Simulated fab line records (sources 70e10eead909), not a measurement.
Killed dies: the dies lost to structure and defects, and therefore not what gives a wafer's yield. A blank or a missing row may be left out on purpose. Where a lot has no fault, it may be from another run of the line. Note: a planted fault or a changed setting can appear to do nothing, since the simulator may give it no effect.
Check of tool commonality + flow nandHarc + 14 lots, 48 wafers sampled

WHAT PROMPTED THE OPENING
On 2 of the 14 lots, a flag is raised at NHARC_A_M0_CD_MEAS_09 on the reading cdNm. No-fault wafers: 80.1 nm, standard deviation 0.71.
Rule: a lot is flagged in two cases, either no wafer of it has a number, or all its wafers with numbers fall more than 4 standard deviations from that mean. The rest of the lots are taken to be sound.

| lot  | measured     | on       | cdNm (nm), wafer by wafer     | flag    |
|------|--------------|----------|-------------------------------|---------|
| L419 | day 23 08:43 | cdSem-03 | 80.5 78.8 80.3                |         |
| L421 | day 23 13:26 | cdSem-02 | 79.6 80.2 79.3                |         |
| L420 | day 23 18:42 | cdSem-02 | 80.0 79.6 79.4                |         |
| L423 | day 24 22:01 | cdSem-03 | 80.5 79.4 78.6                |         |
| L427 | day 25 20:25 | cdSem-03 | 81.2 80.1 80.4                |         |
| L426 | day 25 22:18 | cdSem-01 | 79.8 79.7 80.6                |         |
| L422 | day 25 23:25 | cdSem-03 | 78.8 80.2 79.6                |         |
| L430 | day 27 06:15 | cdSem-02 | 79.0 80.5 79.6                |         |
| L429 | day 27 13:01 | cdSem-01 | 80.6 81.0 80.9                |         |
| L432 | day 28 03:49 | cdSem-01 | 79.1 80.5 80.3                |         |
| L434 | day 28 21:10 | cdSem-02 | 80.1 79.9 80.8                |         |
| L433 | day 28 21:19 | cdSem-02 | 80.4 79.8 79.7                |         |
| L437 | day 30 08:49 | cdSem-03 | 89.8 89.5 89.7 89.6 89.4 89.3 | FLAGGED |
| L438 | day 31 03:01 | cdSem-01 | 87.8 87.2 88.3 87.9 87.2 88.0 | FLAGGED |
Average over the flagged lots: 88.6 nm; offset from the usual +8.5 nm, equal to +12 standard deviations.

EACH LOT AND THE TOOL IT RAN ON
The record holds 3 process steps before the reading, out of a route of 1302 steps. In each cell: the tool, then ch and the chambers that the sampled wafers went through, then the start.
| lot  | flag    | NHARC_A_BLC_STRIP_29              | NHARC_A_BLC_ALD_23                 | NHARC_A_M0_PEB_07                |
|------|---------|-----------------------------------|------------------------------------|----------------------------------|
| L419 |         | rieDiel-07 ch 0,1, day 23 06:00   | aldMetal-02 ch 0,1,3, day 23 06:51 | lithoTrack-01 ch 0, day 23 08:38 |
| L421 |         | rieDiel-11 ch 1,2,3, day 23 10:37 | aldMetal-03 ch 0,1,2, day 23 11:23 | lithoTrack-01 ch 0, day 23 13:21 |
| L420 |         | rieDiel-07 ch 1,3, day 23 16:02   | aldMetal-02 ch 0,1,3, day 23 16:48 | lithoTrack-04 ch 0, day 23 18:37 |
| L423 |         | rieDiel-11 ch 0,2,3, day 24 19:13 | aldMetal-01 ch 0,1,2, day 24 19:59 | lithoTrack-01 ch 0, day 24 21:56 |
| L427 |         | rieDiel-11 ch 2,3, day 25 17:01   | aldMetal-03 ch 1,2, day 25 17:47   | lithoTrack-06 ch 0, day 25 20:20 |
| L426 |         | rieDiel-07 ch 0,1,2, day 25 19:19 | aldMetal-02 ch 0,2,3, day 25 20:05 | lithoTrack-06 ch 0, day 25 22:13 |
| L422 |         | rieDiel-07 ch 0,1,2, day 25 20:35 | aldMetal-01 ch 0,1,3, day 25 21:22 | lithoTrack-01 ch 0, day 25 23:20 |
| L430 |         | rieDiel-09 ch 0,1,2, day 27 03:34 | aldMetal-02 ch 2,3, day 27 04:20   | lithoTrack-01 ch 0, day 27 06:10 |
| L429 |         | rieDiel-07 ch 1,2,3, day 27 10:13 | aldMetal-01 ch 0,1,2, day 27 10:59 | lithoTrack-04 ch 0, day 27 12:56 |
| L432 |         | rieDiel-11 ch 0,3, day 28 01:08   | aldMetal-02 ch 0,1,2, day 28 01:57 | lithoTrack-04 ch 0, day 28 03:44 |
| L434 |         | rieDiel-11 ch 0,3, day 28 18:22   | aldMetal-01 ch 0,2, day 28 19:09   | lithoTrack-06 ch 0, day 28 21:05 |
| L433 |         | rieDiel-07 ch 0,1,2, day 28 18:28 | aldMetal-03 ch 1,2,3, day 28 19:17 | lithoTrack-01 ch 0, day 28 21:14 |
| L437 | FLAGGED | rieDiel-11 ch 0,1,2, day 30 06:10 | aldMetal-01 ch 0,3, day 30 06:55   | lithoTrack-01 ch 0, day 30 08:44 |
| L438 | FLAGGED | rieDiel-07 ch 0,1,3, day 31 00:19 | aldMetal-03 ch 0,1, day 31 01:05   | lithoTrack-01 ch 0, day 31 02:55 |
These steps, and what they do:
- NHARC_A_BLC_STRIP_29: strips in CF4.
- NHARC_A_BLC_ALD_23: deposits TiN, target thk 3 nm, pulse time 1 s, ald cycles 150.
- NHARC_A_M0_PEB_07: peb time 65 s.
- NHARC_A_M0_CD_MEAS_09: target cd 80 nm.

FLAGGED OVER TOTAL, TOOL BY TOOL (the gauges that took the reading come last)
| step                  | tool          | lots run | flagged | share of the flagged lots | sound lots run after its first flagged lot |
|-----------------------|---------------|----------|---------|---------------------------|--------------------------------------------|
| NHARC_A_BLC_STRIP_29  | rieDiel-07    | 7        | 1       | some                      | 0                                          |
| NHARC_A_BLC_STRIP_29  | rieDiel-09    | 1        | 0       | none                      | -                                          |
| NHARC_A_BLC_STRIP_29  | rieDiel-11    | 6        | 1       | some                      | 0                                          |
| NHARC_A_BLC_ALD_23    | aldMetal-01   | 5        | 1       | some                      | 0                                          |
| NHARC_A_BLC_ALD_23    | aldMetal-02   | 5        | 0       | none                      | -                                          |
| NHARC_A_BLC_ALD_23    | aldMetal-03   | 4        | 1       | some                      | 0                                          |
| NHARC_A_M0_PEB_07     | lithoTrack-01 | 8        | 2       | all                       | 0                                          |
| NHARC_A_M0_PEB_07     | lithoTrack-04 | 3        | 0       | none                      | -                                          |
| NHARC_A_M0_PEB_07     | lithoTrack-06 | 3        | 0       | none                      | -                                          |
| NHARC_A_M0_CD_MEAS_09 | cdSem-01      | 4        | 1       | some                      | 0                                          |
| NHARC_A_M0_CD_MEAS_09 | cdSem-02      | 5        | 0       | none                      | -                                          |
| NHARC_A_M0_CD_MEAS_09 | cdSem-03      | 5        | 1       | some                      | 0                                          |

WHAT THE TABLE ALLOWS
All flagged lots share 1 row of the table, namely lithoTrack-01 at NHARC_A_M0_PEB_07.
- lithoTrack-01 at NHARC_A_M0_PEB_07 ran 8 lots, 2 of them flagged. It ran its last sound lot, L433, at day 28 21:14 and its first flagged lot, L437, at day 30 08:44: a fault with its onset between the two fits. Its own readings (heaterPowerTotalW, plateTempC) fall more than 4 standard deviations out on all wafers of the flagged lots.
What remains is a single tool, lithoTrack-01 at NHARC_A_M0_PEB_07.

WHAT WAS PUT IN BY THE SIMULATOR
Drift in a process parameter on lithoTrack-01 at NHARC_A_M0_PEB_07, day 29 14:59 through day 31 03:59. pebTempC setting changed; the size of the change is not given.
Shown lots that were struck: L437, L438. The rule above found the same.
